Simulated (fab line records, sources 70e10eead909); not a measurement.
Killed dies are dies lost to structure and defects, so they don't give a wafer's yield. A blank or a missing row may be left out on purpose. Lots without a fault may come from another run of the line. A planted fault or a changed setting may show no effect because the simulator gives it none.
fab line records | flow nand_harc
record lots=5 wafers=15 last_day=30
route steps=1302 shown A_M0@1166 A_M1@1169 END@1302
lots that met no fault: from a run of the same line without faults
start_h: hours from the record's first day to the start of the lot's first wafer shown | wait_h: hours since the lot's step before | " the same as in the row above | L1.1+2: a row that stands for several wafers | - no value, or no start given | * or withheld: withheld | < > ~ a bound
route shown NAME@n: a module of which the file shows steps, and the number in the route of the first | usual: mean/standard deviation of fault-free wafers | same: alike in all rows | chamber/n: place in a boat | sites: the reading at each site | _std_site: their standard deviation | _edge_site: outer sites' mean less inner sites' | radius_mm: how far each site lies from the wafer's centre | mask NAME#n: copy n | behind: the tool/chamber that last shaped the wafer | hold: why the lot was held/for how many hours/how that ended | device: the transistor (n, p or np) that didn't switch | end of line: the same wafers' tests at the end of the route | a step without rows: its recipe alone | killed: dies lost to structure and defects at the first sort, not the wafer's yield | map: a wafer's dies, x killed, . not, _ none there
set.NAME: the setting as run; set.NAME@STEP: as run at that earlier step | model.NAME: the simulator's own value behind a step, which no gauge read
lots at some steps of the route; a table a step, a row a wafer
services: from which hour (start_h, from the record's first day; less than 0 if before it) a tool's chamber was out of use, for how many hours, and why
## steps
# step NHARC_A_M0_INSPECT_27
# usual raw_defect_count=562/150
# columns lot.wafer tool chamber start_h wait_h raw_defect_count
L394.2 defect_inspect-02 - 525.32 0.0 451
L394.5 " - " " 442
L394.6 " - " " 462
L396.3 defect_inspect-01 - 555.71 0.0 471
L396.5 " - " " 528
L396.6 " - " " 451
L402.1 defect_inspect-01 - 624.87 0.0 375
L402.3 " - " " 417
L402.6 " - " " 504
L408.1 defect_inspect-02 - 665.84 0.0 616
L408.2 " - " " 686
L408.6 " - " " 789
L410.1 defect_inspect-01 - 685.91 0.0 420
L410.2 " - " " 477
L410.4 " - " " 515
# step NHARC_A_M0_PRE_CLEAN_31
# recipe time_s=12 temp_c=370 rf_power_w=300 gas=NH3
# usual heater_power_w=677/72
# columns lot.wafer tool chamber start_h wait_h heater_power_w since_wet_clean_h
L394.2 pecvd-04 2 525.39 0.1 767 62
L394.5 " 2 " " 766 -
L394.6 " 0 " " 712 -
L396.3 pecvd-04 0 555.78 0.1 687 92
L396.6 " 0 " " 689 -
L396.5 " 1 " " 629 -
L402.3 pecvd-04 1 625.00 0.1 734 162
L402.1 " 2 " " 734 162
L402.6 " 0 " " 648 -
L408.1 pecvd-04 2 665.91 0.1 676 22
L408.2 " 1 " " 660 22
L408.6 " 1 " " 674 -
L410.1 pecvd-02 2 685.98 0.1 641 84
L410.2 " 0 " " 616 84
L410.4 " 2 " " 645 -
# step NHARC_A_M0_DEP_32
# recipe target_thk_a=300 temp_c=370 target_thk_nm=30 pressure_torr=3 flow_sccm=200 rf_w=450 material=SiCN
# usual chamber_pressure_Torr=3.000/0.007 heater_power_w=622/60 showerhead_vpp_V=1301/74
# columns lot.wafer tool chamber start_h wait_h chamber_pressure_Torr heater_power_w showerhead_vpp_V since_wet_clean_h
L394.2 pecvd-04 2 525.51 0.1 2.991 721 1325 62
L394.5 " 2 " " 2.997 714 1326 -
L394.6 " 0 " " 2.996 573 1335 -
L396.3 pecvd-04 0 555.86 0.1 3.002 584 1329 93
L396.6 " 0 " " 2.998 591 1347 -
L396.5 " 1 " " 3.005 657 1187 -
L402.3 pecvd-04 1 625.08 0.1 2.993 695 1185 162
L402.1 " 2 " " 2.998 731 1287 162
L402.6 " 0 " " 3.013 669 1363 -
L408.1 pecvd-04 2 665.99 0.1 2.995 728 1321 22
L408.2 " 1 " " 2.996 717 1208 22
L408.6 " 1 " " 2.991 701 1197 -
L410.1 pecvd-02 2 686.06 0.1 3.006 573 1213 84
L410.2 " 0 " " 3.010 626 1355 84
L410.4 " 2 " " 3.002 566 1210 -
# step NHARC_A_M1_DEP_00
# recipe target_thk_a=1825 target_thk_nm=182.5 temp_c=withheld pressure_torr=5 flow_sccm=200 rf_w=600 material=SiOC
# step NHARC_A_M1_DEHYDRATE_01
# recipe temp_c=150 time_s=120
# step NHARC_A_M1_HMDS_02
# recipe time_s=30
# step NHARC_A_M1_COAT_34
# recipe temp_c=200 time_s=65
# step NHARC_A_M1_COAT_03
# recipe spin_rpm=1500 resist_thk_nm=90
# step NHARC_A_M1_SOFTBAKE_04
# recipe temp_c=105 time_s=55
# step NHARC_A_M1_EBR_05
# step NHARC_A_M1_EXPOSE_06
# recipe na=1.35 target_cd_nm=120 dose_mj=75.13 mask_id=A_M1
# step NHARC_A_M1_PEB_07
# recipe peb_temp_c=100 peb_time_s=65
# usual heater_power_total_W=156.6/0.43
# columns lot.wafer tool chamber start_h wait_h heater_power_total_W
L394.2 litho_track-01 0 526.68 0.1 156.5
L394.5 " 0 " " 157.1
L394.6 " 0 " " 156.3
L396.3 litho_track-06 0 557.01 0.0 155.9
L396.5 " 0 " " 156.7
L396.6 " 0 " " 156.1
L402.1 litho_track-06 0 626.16 0.1 168.8
L402.3 " 0 " " 156.5
L402.6 " 0 " " 156.6
L408.1 litho_track-04 0 667.20 0.1 157.1
L408.2 " 0 " " 157.1
L408.6 " 0 " " 156.7
L410.1 litho_track-01 0 687.20 0.1 157.2
L410.2 " 0 " " 156.0
L410.4 " 0 " " 156.2
# step NHARC_A_M1_DEVELOP_08
# recipe develop_time_s=35 dev_temp_c=23
# step NHARC_A_M1_CD_MEAS_09
# recipe target_cd_nm=120 landing_energy_ev=500
# usual cd_nm=119.4/0.98
# columns lot.wafer tool chamber start_h wait_h cd_nm
L394.2 cd_sem-03 0 526.77 - 120.8
L394.5 " 0 " " 119.7
L394.6 " 0 " " 120.7
L396.3 cd_sem-03 0 557.09 - 118.6
L396.5 " 0 " " 118.4
L396.6 " 0 " " 118.2
L402.1 cd_sem-02 0 626.24 - 113.5
L402.3 " 0 " " 119.4
L402.6 " 0 " " 118.2
L408.1 cd_sem-01 0 667.28 - 119.7
L408.2 " 0 " " 120.6
L408.6 " 0 " " 119.7
L410.1 cd_sem-02 0 687.28 - 121.1
L410.2 " 0 " " 120.6
L410.4 " 0 " " 120.4
# step NHARC_A_M1_OVL_MEAS_10
# recipe pitch_nm=240
# usual overlay_x_nm=0.2/0.78 overlay_y_nm=0.1/0.82
# columns lot.wafer tool chamber start_h wait_h overlay_x_nm overlay_y_nm
L394.2 overlay-02 - 526.85 - 0.0 0.0
L394.5 " - " " 0.0 0.0
L394.6 " - " " -0.2 -0.1
L396.3 overlay-02 - 557.17 - -1.8 0.2
L396.5 " - " " -1.4 -0.2
L396.6 " - " " -1.5 1.1
L402.1 overlay-02 - 626.33 - -1.5 0.3
L402.3 " - " " -1.5 0.4
L402.6 " - " " -1.4 0.2
L408.1 overlay-01 - 667.37 - -0.8 0.5
L408.2 " - " " -0.3 0.8
L408.6 " - " " -0.8 0.7
L410.1 overlay-02 - 687.37 - 1.1 0.0
L410.2 " - " " 1.0 0.4
L410.4 " - " " 1.0 0.8
# step NHARC_A_M1_INSPECT_11
# usual raw_defect_count=85/34
# columns lot.wafer tool chamber start_h wait_h raw_defect_count
L394.2 defect_inspect-01 - 526.90 0.1 51
L394.5 " - " " 58
L394.6 " - " " 57
L396.3 defect_inspect-02 - 557.21 0.0 61
L396.5 " - " " 65
L396.6 " - " " 55
L402.1 defect_inspect-02 - 626.37 0.0 20
L402.3 " - " " 14
L402.6 " - " " 22
L408.1 defect_inspect-01 - 667.41 0.0 118
L408.2 " - " " 136
L408.6 " - " " 119
L410.1 defect_inspect-01 - 687.41 0.0 83
L410.2 " - " " 85
L410.4 " - " " 83
# step NHARC_A_M1_DESCUM_14
# recipe time_s=3 o2_flow_sccm=200 ar_flow_sccm=0 bias_power_w=0 chemistry=O2
# usual drypump_motor_current_A=5.9/0.46 oes_product_au=0.994/0.014 rf_vpp_V=57.8/0.84 showerhead_plenum_p_Torr=1.91/0.075 throttle_valve_pct=11.309/0.0094
# columns lot.wafer tool chamber start_h wait_h drypump_motor_current_A oes_product_au rf_hours_counter_h rf_vpp_V showerhead_plenum_p_Torr throttle_valve_pct model.A_M1.cd_nm
L394.2 rie_diel-07 1 526.96 0.1 5.0 0.998 1.1 58.1 1.97 11.313 120.9
L394.5 " 1 " " 5.0 1.001 - 58.1 1.98 11.303 120.2
L394.6 " 2 " " 6.1 0.987 - 56.9 1.80 11.314 120.5
L396.3 rie_diel-08 3 557.28 0.1 6.6 1.014 0.1 57.9 1.78 11.315 117.6
L396.5 " 2 " " 6.5 0.989 - 58.5 1.95 11.310 118.1
L396.6 " 3 " " 6.6 1.002 - 57.0 1.78 11.306 117.4
L402.3 rie_diel-08 2 626.44 0.1 6.5 0.975 3.6 58.2 1.95 11.295 118.9
L402.1 " 3 " " 6.6 1.014 4.1 57.4 1.78 11.308 113.2
L402.6 " 1 " " 5.9 1.007 - 58.9 1.95 11.316 117.6
L408.2 rie_diel-07 0 667.48 0.1 5.8 1.018 0.3 59.3 2.04 11.306 121.1
L408.1 " 2 " " 6.1 1.013 0.3 58.0 1.80 11.320 120.5
L408.6 " 0 " " 5.8 1.001 - 60.1 2.04 11.305 120.2
L410.4 rie_diel-07 1 687.47 0.1 5.0 0.974 1.0 58.1 1.97 11.303 121.1
L410.1 " 2 " " 6.1 1.011 0.8 59.0 1.80 11.294 121.4
L410.2 " 0 " " 5.8 1.015 1.0 56.7 2.04 11.294 121.6
# step NHARC_A_M1_ETCH_35
# recipe target_depth_a=400 overetch_a=120 time_s=43.94 ion_energy_ev=200 n2_flow_sccm=150 h2_flow_sccm=150 ar_flow_sccm=0 rf_w=400 bias_w=150 chemistry=N2/H2
# usual drypump_motor_current_A=5.9/0.46 h2_flow_sccm=150.0/0.43 n2_flow_sccm=150.0/0.42 oes_product_au=0.994/0.014 rf_vpp_V=430.8/2.5 showerhead_plenum_p_Torr=2.04/0.084 throttle_valve_pct=14.171/0.0097
# columns lot.wafer tool chamber start_h wait_h drypump_motor_current_A h2_flow_sccm n2_flow_sccm oes_product_au rf_hours_counter_h rf_vpp_V showerhead_plenum_p_Torr throttle_valve_pct
L394.2 rie_diel-07 0 527.07 0.1 5.8 150.3 150.2 0.980 1.0 433.6 2.18 14.166
L394.6 " 1 " " 5.0 149.8 150.5 1.004 - 431.0 2.11 14.175
L394.5 " 2 " " 6.1 149.8 149.5 0.984 - 428.0 1.92 14.172
L396.3 rie_diel-08 1 557.36 0.1 5.9 150.1 150.3 0.999 0.1 432.6 2.08 14.172
L396.5 " 1 " " 5.9 149.8 150.2 0.990 - 431.8 2.08 14.180
L396.6 " 2 " " 6.6 149.2 150.7 0.989 - 430.8 2.08 14.170
L402.3 rie_diel-08 3 626.51 0.1 6.6 149.6 150.1 1.013 4.1 426.4 1.89 14.166
L402.1 " 0 " " 5.7 150.1 150.5 0.992 3.8 430.3 2.00 14.170
L402.6 " 3 " " 6.6 149.6 149.8 1.001 - 427.2 1.89 14.156
L408.1 rie_diel-07 2 667.55 0.1 6.1 150.5 150.1 0.995 0.3 428.2 1.92 14.177
L408.2 " 0 " " 5.8 150.0 150.2 1.009 0.3 433.6 2.18 14.171
L408.6 " 3 " " 5.7 149.8 150.0 0.975 - 431.0 2.08 14.174
L410.4 rie_diel-07 0 687.55 0.1 5.8 150.2 150.8 1.010 1.0 434.6 2.18 14.176
L410.2 " 2 " " 6.1 150.0 150.0 0.995 0.8 425.8 1.92 14.184
L410.1 " 3 " " 5.7 150.3 150.4 0.981 0.8 431.6 2.08 14.161
# step NHARC_A_M1_ETCH_15
# recipe target_depth_a=1825 time_s=91.2 c4f8_flow_sccm=withheld ar_flow_sccm=400 rf_w=600 bias_w=300 chemistry=C4F8/Ar
# usual oes_product_au=0.948/0.025 rf_vpp_V=441.3/2.3
# columns lot.wafer tool chamber start_h wait_h oes_product_au rf_hours_counter_h rf_vpp_V
L394.2 rie_diel-07 1 - - 0.919 1.2 442.8
L394.6 " 3 " " 0.934 - 441.7
L394.5 " 0 " " 0.903 - 443.3
L396.3 rie_diel-08 1 - - 0.980 0.1 442.3
L396.5 " 1 " " 0.975 - 442.8
L396.6 " 2 " " 0.950 - 440.7
L402.3 rie_diel-08 2 - - 0.939 3.7 440.8
L402.1 " 3 " " 0.979 4.1 436.0
L402.6 " 1 " " 0.958 - 441.4
L408.2 rie_diel-07 1 - - 0.963 0.3 442.7
L408.1 " 3 " " 0.934 0.3 441.0
L408.6 " 1 " " 0.954 - 442.5
L410.2 rie_diel-07 3 - - 0.947 0.9 442.0
L410.4 " 0 " " 0.975 1.0 444.5
L410.1 " 1 " " 0.939 1.0 441.9
# step NHARC_A_M1_CD_MEAS_16
# usual cd_nm=119.5/1.2
# columns lot.wafer tool chamber start_h wait_h cd_nm
L394.2 cd_sem-01 - 527.27 - 121.4
L394.5 " - " " 120.2
L394.6 " - " " 120.0
L396.3 cd_sem-02 - 557.58 - 117.4
L396.5 " - " " 118.4
L396.6 " - " " 116.8
L402.1 cd_sem-03 - 626.73 - 113.0
L402.3 " - " " 119.0
L402.6 " - " " 117.8
L408.1 cd_sem-03 - 667.77 - 120.6
L408.2 " - " " 121.4
L408.6 " - " " 120.1
L410.1 cd_sem-03 - 687.77 - 120.6
L410.2 " - " " 121.7
L410.4 " - " " 120.8
# step NHARC_A_M1_STRIP_18
# recipe power_w=1000 n2_flow_sccm=150 h2_flow_sccm=150 ar_flow_sccm=0 bias_w=0 chemistry=N2/H2
# usual drypump_motor_current_A=6.1/0.42 h2_flow_sccm=150.0/0.44 n2_flow_sccm=150.1/0.46 oes_product_au=0.993/0.016 rf_vpp_V=90.8/0.95 showerhead_plenum_p_Torr=2.04/0.075 throttle_valve_pct=14.170/0.0082
# columns lot.wafer tool chamber start_h wait_h drypump_motor_current_A h2_flow_sccm n2_flow_sccm oes_product_au rf_hours_counter_h rf_vpp_V showerhead_plenum_p_Torr throttle_valve_pct
L394.2 rie_diel-08 1 527.39 0.1 5.9 150.2 150.3 0.976 7.7 89.2 2.08 14.174
L394.5 " 3 " " 6.6 150.1 150.5 1.003 - 89.5 1.90 14.173
L394.6 " 0 " " 5.7 149.3 149.7 0.978 - 91.6 2.00 14.158
L396.3 rie_diel-12 1 557.65 0.1 6.5 149.2 150.2 0.982 6.5 90.1 2.03 14.147
L396.5 " 1 " " 6.6 149.7 150.0 0.996 - 89.3 2.02 14.188
L396.6 " 2 " " 5.8 149.7 150.6 1.022 - 90.4 2.02 14.168
L402.1 rie_diel-07 0 626.83 0.1 5.8 150.0 150.4 0.981 3.6 91.4 2.18 14.159
L402.3 " 1 " " 5.0 150.6 149.0 0.979 3.5 90.7 2.11 14.167
L402.6 " 0 " " 5.8 149.9 149.4 0.977 - 91.9 2.18 14.164
L408.2 rie_diel-08 0 667.85 0.1 5.7 149.9 149.6 0.953 6.4 89.3 2.00 14.172
L408.1 " 2 " " 6.5 149.9 150.1 0.982 6.6 90.1 2.07 14.163
L408.6 " 1 " " 5.9 149.7 150.0 0.992 - 90.8 2.08 14.165
L410.4 rie_diel-08 2 687.84 0.1 6.5 149.7 149.9 0.977 7.9 92.0 2.07 14.163
L410.2 " 3 " " 6.6 150.2 150.0 1.003 7.6 89.2 1.89 14.174
L410.1 " 1 " " 5.9 149.3 149.9 0.986 7.5 90.1 2.07 14.181
# step NHARC_A_M1_ETCH_28
# recipe target_depth_a=300 over_etch_frac=0.3 time_s=72.99 ion_energy_ev=150 cf4_flow_sccm=50 n2_flow_sccm=100 ar_flow_sccm=150 rf_w=300 bias_w=100 chemistry=CF4/N2
# usual cf4_flow_sccm=50.01/0.16 drypump_motor_current_A=6.1/0.45 n2_flow_sccm=99.9/0.31 oes_product_au=0.995/0.015 rf_vpp_V=314.0/1.8 showerhead_plenum_p_Torr=2.62/0.089 throttle_valve_pct=19.794/0.011
# columns lot.wafer tool chamber start_h wait_h cf4_flow_sccm drypump_motor_current_A n2_flow_sccm oes_product_au rf_hours_counter_h rf_vpp_V showerhead_plenum_p_Torr throttle_valve_pct model.A_M1.cd_nm
L394.2 rie_diel-08 0 - - 49.92 5.7 99.5 0.978 7.9 313.3 2.58 19.806 121.2
L394.5 " 0 " " 49.97 5.6 99.7 0.973 - 313.2 2.58 19.799 120.7
L394.6 " 1 " " 49.75 5.9 99.9 0.983 - 315.8 2.67 19.823 120
L396.3 rie_diel-12 2 - - 49.99 5.7 100.4 1.005 6.9 312.9 2.60 19.805 116.9
L396.6 " 1 " " 49.85 6.5 99.7 0.992 - 315.0 2.61 19.789 117.7
L396.5 " 2 " " 49.95 5.7 100.2 1.012 - 314.8 2.60 19.793 117.4
L402.1 rie_diel-07 3 - - 49.94 5.7 100.2 0.982 3.3 315.3 2.67 19.798 112.4
L402.3 " 0 " " 49.85 5.8 99.6 0.977 3.7 316.2 2.79 19.775 118.6
L402.6 " 2 " " 49.87 6.1 100.1 0.990 - 310.9 2.48 19.788 117.6
L408.1 rie_diel-08 3 - - 49.99 6.6 99.9 1.008 6.5 311.6 2.45 19.796 120.6
L408.2 " 1 " " 50.03 5.9 100.0 0.989 6.6 315.7 2.67 19.809 122.7
L408.6 " 3 " " 50.06 6.6 99.8 1.005 - 311.1 2.45 19.796 119.8
L410.4 rie_diel-08 2 - - 50.03 6.6 99.6 0.995 7.9 314.5 2.67 19.807 121.1
L410.2 " 3 " " 50.24 6.6 100.4 1.009 7.6 311.9 2.45 19.793 121.5
L410.1 " 0 " " 50.36 5.7 100.1 0.976 7.2 313.3 2.57 19.817 120.7
# step NHARC_A_M1_STRIP_19
# recipe time_s=600 temp_c=30 chemistry=post_etch_residue_remover
# step NHARC_END_SORT_01
# recipe temp_c=25
# usual defect_limited_yield=90.7/2.7 killed_at_array=58/19 killed_at_other=1.1/1.2 killed_at_periphery=3.8/2.4 killed_dies=63/18 killed_open=3.3/1.8 killed_short=2.2/1.6
# same gross_dies=677
# columns lot.wafer tool chamber start_h wait_h defect_limited_yield[%] killed_at_array killed_at_other killed_at_periphery killed_dies killed_open killed_short
L394.2 prober-01 0 563.07 2.8 92.6 47 0 3 50 1 2
L394.5 prober-01 0 565.46 3.7 93.8 42 0 0 42 2 1
L394.6 prober-01 0 566.26 4.0 92.8 46 0 3 49 2 2
L396.3 prober-01 0 592.69 3.1 93.6 39 0 4 43 1 1
L396.5 prober-01 0 594.27 3.7 91.9 46 2 7 55 4 3
L396.6 prober-01 0 595.06 4.0 93.4 41 1 3 45 4 0
L402.1 prober-01 0 661.05 2.5 95.7 22 1 6 29 4 4
L402.3 prober-01 0 662.65 3.1 96.8 18 0 4 22 2 2
L402.6 prober-01 0 665.04 4.0 95.9 20 1 7 28 3 2
L408.1 prober-01 0 704.53 2.5 88.2 75 1 4 80 1 2
L408.2 prober-01 0 705.31 2.8 85.5 94 1 3 98 5 4
L408.6 prober-01 0 708.45 3.9 88.8 71 0 5 76 5 1
L410.1 prober-01 0 723.56 2.5 89.5 64 0 7 71 2 1
L410.2 prober-01 0 724.35 2.8 90.7 55 3 5 63 3 1
L410.4 prober-01 0 725.93 3.4 91.6 55 2 0 57 3 0
# killed by level:class
L394.2 A_SLIT:chamber_film_flake=23 A_CHANNEL_HOLE_D2:chamber_film_flake=8 A_CONTACT:chamber_film_flake=7 A_WL_FILL:chamber_film_flake=3 P_BONDPAD:chamber_film_flake=2 A_STAIRCASE:chamber_film_flake=2 A_CHANNEL_FILL_D2:geometric_particle:open=1 A_CHANNEL_FILL_D2:geometric_particle:short=1
L394.5 A_SLIT:chamber_film_flake=21 A_CHANNEL_HOLE_D2:chamber_film_flake=7 A_CONTACT:chamber_film_flake=5 A_STAIRCASE:chamber_film_flake=3 A_CHANNEL_HOLE_D1:chamber_film_flake=2 A_DECK1_JOINT:geometric_particle:open=1 A_BLC:geometric_particle:short=1 A_M0:geometric_particle:open=1
L394.6 A_SLIT:chamber_film_flake=26 A_CONTACT:chamber_film_flake=6 A_CHANNEL_HOLE_D2:chamber_film_flake=5 P_ZERO_WELL:chamber_film_flake=2 A_WL_FILL:chamber_film_flake=2 A_CHANNEL_FILL_D1:geometric_particle:short=1 A_ONON_D2:geometric_particle:open=1 A_SGD_CUT:geometric_particle:short=1
L396.3 A_CHANNEL_HOLE_D2:chamber_film_flake=28 A_CONTACT:chamber_film_flake=5 P_ZERO_WELL:chamber_film_flake=3 A_CHANNEL_HOLE_D1:chamber_film_flake=3 A_SOURCE_PLATE:geometric_particle:open=1 A_SOURCE_PLATE:geometric_particle:short=1 P_BONDPAD:chamber_film_flake=1 A_CHANNEL_FILL_D1:chamber_film_flake=1
L396.5 A_CHANNEL_HOLE_D2:chamber_film_flake=27 A_CONTACT:chamber_film_flake=8 P_ZERO_WELL:chamber_film_flake=3 P_GATE:chamber_film_flake=2 A_CHANNEL_HOLE_D1:chamber_film_flake=2 P_M0:geometric_particle:open=1 A_CHANNEL_FILL_D1:geometric_particle:short=1 A_ONON_D2:geometric_particle:short=1
L396.6 A_CHANNEL_HOLE_D2:chamber_film_flake=28 A_CONTACT:chamber_film_flake=4 A_DECK1_JOINT:chamber_film_flake=3 A_CONTACT:geometric_particle:open=2 P_GATE:chamber_film_flake=2 P_CONTACT:geometric_particle:open=1 A_SOURCE_PLATE:geometric_particle:open=1 A_CHANNEL_HOLE_D1:chamber_film_flake=1
L402.1 A_CHANNEL_HOLE_D1:chamber_film_flake=7 P_GATE:chamber_film_flake=4 A_CHANNEL_HOLE_D2:unspecified=4 A_STAIRCASE:chamber_film_flake=2 A_SLIT:chamber_film_flake=2 P_GATE:geometric_particle:open=1 P_M0:geometric_particle:short=1 A_SOURCE_PLATE:geometric_particle:short=1
L402.3 A_CHANNEL_HOLE_D1:chamber_film_flake=7 P_GATE:chamber_film_flake=4 A_CHANNEL_HOLE_D2:unspecified=3 A_CONTACT:chamber_film_flake=2 A_CHANNEL_FILL_D1:geometric_particle:open=1 A_DECK1_JOINT:geometric_particle:short=1 A_DECK1_JOINT:geometric_particle:open=1 A_STAIRCASE:geometric_particle:short=1
L402.6 A_CHANNEL_HOLE_D1:chamber_film_flake=6 P_GATE:chamber_film_flake=4 A_SLIT:chamber_film_flake=3 A_CONTACT:chamber_film_flake=3 P_STI:chamber_film_flake=2 P_M2:geometric_particle:short=1 A_DECK1_JOINT:geometric_particle:open=1 A_WL_FILL:geometric_particle:short=1
L408.1 A_CHANNEL_HOLE_D1:chamber_film_flake=33 A_SLIT:chamber_film_flake=29 A_STAIRCASE:chamber_film_flake=4 P_GATE:chamber_film_flake=2 A_M1:chamber_film_flake=2 A_WL_FILL:chamber_film_flake=2 A_CONTACT:chamber_film_flake=2 A_WL_FILL:geometric_particle:short=1
L408.2 A_CHANNEL_HOLE_D1:chamber_film_flake=39 A_SLIT:chamber_film_flake=36 A_WL_FILL:chamber_film_flake=5 A_STAIRCASE:chamber_film_flake=3 P_M1:geometric_particle:open=2 A_CONTACT:chamber_film_flake=2 A_ONON_D1:geometric_particle:short=1 A_DECK1_JOINT:geometric_particle:short=1
L408.6 A_SLIT:chamber_film_flake=35 A_CHANNEL_HOLE_D1:chamber_film_flake=25 A_STAIRCASE:chamber_film_flake=4 A_CONTACT:chamber_film_flake=3 P_M0:geometric_particle:open=2 P_BONDPAD:chamber_film_flake=2 P_CONTACT:geometric_particle:open=1 A_ONON_D2:geometric_particle:open=1
L410.1 A_SLIT:chamber_film_flake=30 A_CHANNEL_HOLE_D1:chamber_film_flake=10 A_STAIRCASE:chamber_film_flake=8 A_CHANNEL_HOLE_D2:chamber_film_flake=6 A_CONTACT:chamber_film_flake=6 P_CONTACT:chamber_film_flake=4 P_M2:chamber_film_flake=2 A_CHANNEL_FILL_D1:geometric_particle:short=1
L410.2 A_SLIT:chamber_film_flake=31 A_CHANNEL_HOLE_D1:chamber_film_flake=11 A_CONTACT:chamber_film_flake=6 A_CHANNEL_HOLE_D2:chamber_film_flake=3 THIN_TSV:chamber_film_flake=3 A_STAIRCASE:chamber_film_flake=2 P_CONTACT:geometric_particle:open=1 P_M1:geometric_particle:open=1
L410.4 A_SLIT:chamber_film_flake=31 A_CHANNEL_HOLE_D1:chamber_film_flake=7 A_CHANNEL_HOLE_D2:chamber_film_flake=7 A_CONTACT:chamber_film_flake=4 A_STAIRCASE:chamber_film_flake=2 THIN_TSV:chamber_film_flake=2 A_ONON_D1:geometric_particle:open=1 A_M0:geometric_particle:open=1
## services
# columns tool chamber start_h hours kind
litho_track-01 - 505.00 7.0 pm
rie_diel-08 0 523.80 - clean
rie_diel-08 1 523.80 - clean
rie_diel-08 2 523.80 - clean
rie_diel-08 3 523.80 - clean
litho_track-06 - 529.00 7.0 pm
pecvd-04 - 537.96 5.1 repair
rie_diel-08 - 544.80 9.0 pm
litho_track-04 - 553.00 7.0 pm
rie_diel-07 3 556.56 6.5 repair
rie_diel-07 1 558.08 3.4 repair
pecvd-02 0 580.97 14.6 repair
pecvd-02 - 589.33 13.0 pm
rie_diel-08 - 598.89 2.6 repair
rie_diel-07 - 601.58 5.2 repair
rie_diel-12 - 622.46 9.0 pm
pecvd-04 - 631.35 13.0 pm
rie_diel-07 - 648.20 9.0 pm
rie_diel-12 0 651.99 9.6 repair
rie_diel-12 1 662.88 5.0 repair
rie_diel-12 - 663.60 10.2 repair
litho_track-01 - 680.00 7.0 pm
rie_diel-12 0 683.22 1.2 repair
rie_diel-12 2 686.26 6.7 repair
## key
first_sign step=NHARC_A_M1_PEB_07 reading=heater_power_total_W direction=up sigmas=29 usual=* struck=*
effect step=NHARC_A_M1_CD_MEAS_09 reading=cd_nm direction=down sigmas=6 usual=119.4 struck=113.5
effect step=NHARC_A_M1_CD_MEAS_16 reading=cd_nm direction=down sigmas=5.2 usual=119.5 struck=113.0
model_effect step=NHARC_A_M1_DESCUM_14 value=A_M1.cd_nm without=118 struck=113.2
model_effect step=NHARC_A_M1_ETCH_28 value=A_M1.cd_nm without=117.3 struck=112.4
met_at NHARC_A_M1_PEB_07
struck_wafers L402.1
onset_between 557.01 626.16
fault kind=process_parameter_drift tool=litho_track-06 chamber=- onset_h=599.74 steps=NHARC_A_M1_PEB_07 channel=peb_time_s offset=* shape=step end_h=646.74 scope=struck_wafers_only acts_in=* stated=*
